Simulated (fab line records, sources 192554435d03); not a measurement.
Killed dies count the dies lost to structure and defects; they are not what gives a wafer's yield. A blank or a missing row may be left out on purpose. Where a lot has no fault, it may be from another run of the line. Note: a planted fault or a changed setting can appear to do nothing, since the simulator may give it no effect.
Chamber matching / flow n5Finfet / N5_BEOL_M14_ETCH_59 on rieDiel-02 has 4 sister chambers
The step etches BARC in N2/H2, target depth 89 nm, overetch 26.7 nm, time 67.9 s. 16 wafers are shown with their chamber, then 8 later ones without.

== WAFERS, EACH WITH ITS CHAMBER ==
wafer=L076.2; chamber=2; showerheadPlenumPTorr (Torr)=2.60; drypumpMotorCurrentA (A)=5.5; throttleValvePct (%)=17.96
wafer=L076.4; chamber=0; showerheadPlenumPTorr (Torr)=2.70; drypumpMotorCurrentA (A)=5.2; throttleValvePct (%)=17.94
wafer=L076.6; chamber=0; showerheadPlenumPTorr (Torr)=2.70; drypumpMotorCurrentA (A)=5.2; throttleValvePct (%)=17.95
wafer=L079.1; chamber=3; showerheadPlenumPTorr (Torr)=2.52; drypumpMotorCurrentA (A)=5.8; throttleValvePct (%)=17.98
wafer=L079.4; chamber=0; showerheadPlenumPTorr (Torr)=2.69; drypumpMotorCurrentA (A)=5.2; throttleValvePct (%)=17.96
wafer=L079.6; chamber=3; showerheadPlenumPTorr (Torr)=2.52; drypumpMotorCurrentA (A)=5.8; throttleValvePct (%)=17.99
wafer=L082.1; chamber=2; showerheadPlenumPTorr (Torr)=2.59; drypumpMotorCurrentA (A)=5.4; throttleValvePct (%)=17.58
wafer=L082.4; chamber=1; showerheadPlenumPTorr (Torr)=2.61; drypumpMotorCurrentA (A)=5.7; throttleValvePct (%)=18.30
wafer=L082.6; chamber=3; showerheadPlenumPTorr (Torr)=2.52; drypumpMotorCurrentA (A)=5.9; throttleValvePct (%)=18.01
wafer=L085.2; chamber=3; showerheadPlenumPTorr (Torr)=2.52; drypumpMotorCurrentA (A)=5.9; throttleValvePct (%)=18.00
wafer=L085.4; chamber=2; showerheadPlenumPTorr (Torr)=2.59; drypumpMotorCurrentA (A)=5.4; throttleValvePct (%)=17.60
wafer=L085.6; chamber=3; showerheadPlenumPTorr (Torr)=2.52; drypumpMotorCurrentA (A)=5.9; throttleValvePct (%)=18.00
wafer=L086.4; chamber=2; showerheadPlenumPTorr (Torr)=2.59; drypumpMotorCurrentA (A)=5.4; throttleValvePct (%)=17.60
wafer=L086.5; chamber=3; showerheadPlenumPTorr (Torr)=2.52; drypumpMotorCurrentA (A)=5.8; throttleValvePct (%)=18.02
wafer=L086.6; chamber=0; showerheadPlenumPTorr (Torr)=2.68; drypumpMotorCurrentA (A)=5.2; throttleValvePct (%)=18.01
wafer=L096.1; chamber=0; showerheadPlenumPTorr (Torr)=2.68; drypumpMotorCurrentA (A)=5.2; throttleValvePct (%)=18.01

SIGNATURES (averages over the wafers above)
reading=showerheadPlenumPTorr; chamber 0=2.6900; chamber 1=2.6100; chamber 2=2.5925; chamber 3=2.5200; scatter within a chamber=0.00629
reading=drypumpMotorCurrentA; chamber 0=5.200; chamber 1=5.700; chamber 2=5.425; chamber 3=5.850; scatter within a chamber=0.0433
reading=throttleValvePct; chamber 0=17.9740; chamber 1=18.3000; chamber 2=17.6850; chamber 3=18.0000; scatter within a chamber=0.0943
Rule: a wafer's distance from a chamber is the root of the sum, over the readings, of the square of ((its reading less the chamber's mean) divided by the reading's scatter). If the next closest chamber is less than 2 further off than the closest, the wafer can't be placed; otherwise it belongs to the closest. The scatter: take each reading less its chamber's mean, square it, sum over the shown wafers, divide by the number of wafers less the number of chambers, and take the root.

== WAFERS WITH NO CHAMBER GIVEN ==
wafer=L096.3; showerheadPlenumPTorr (Torr)=2.61; drypumpMotorCurrentA (A)=5.7; throttleValvePct (%)=17.82
wafer=L096.5; showerheadPlenumPTorr (Torr)=2.58; drypumpMotorCurrentA (A)=5.4; throttleValvePct (%)=17.61
wafer=L095.3; showerheadPlenumPTorr (Torr)=2.68; drypumpMotorCurrentA (A)=5.2; throttleValvePct (%)=18.04
wafer=L095.5; showerheadPlenumPTorr (Torr)=2.51; drypumpMotorCurrentA (A)=5.9; throttleValvePct (%)=18.06
wafer=L095.6; showerheadPlenumPTorr (Torr)=2.68; drypumpMotorCurrentA (A)=5.2; throttleValvePct (%)=18.03
wafer=L097.2; showerheadPlenumPTorr (Torr)=2.61; drypumpMotorCurrentA (A)=5.7; throttleValvePct (%)=17.86
wafer=L097.3; showerheadPlenumPTorr (Torr)=2.67; drypumpMotorCurrentA (A)=5.3; throttleValvePct (%)=18.04
wafer=L097.4; showerheadPlenumPTorr (Torr)=2.50; drypumpMotorCurrentA (A)=5.8; throttleValvePct (%)=18.07

== EACH ONE'S CHAMBER ==
wafer=L096.3; from the rows above=can't be placed: 1 or 2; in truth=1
wafer=L096.5; from the rows above=2; in truth=2
wafer=L095.3; from the rows above=0; in truth=0
wafer=L095.5; from the rows above=3; in truth=3
wafer=L095.6; from the rows above=0; in truth=0
wafer=L097.2; from the rows above=1; in truth=1
wafer=L097.3; from the rows above=0; in truth=0
wafer=L097.4; from the rows above=3; in truth=3
Placed correctly: 7 of 8. Can't be placed from these rows: 1 (the true chamber is among the candidates in 1). Placed wrongly: 0.
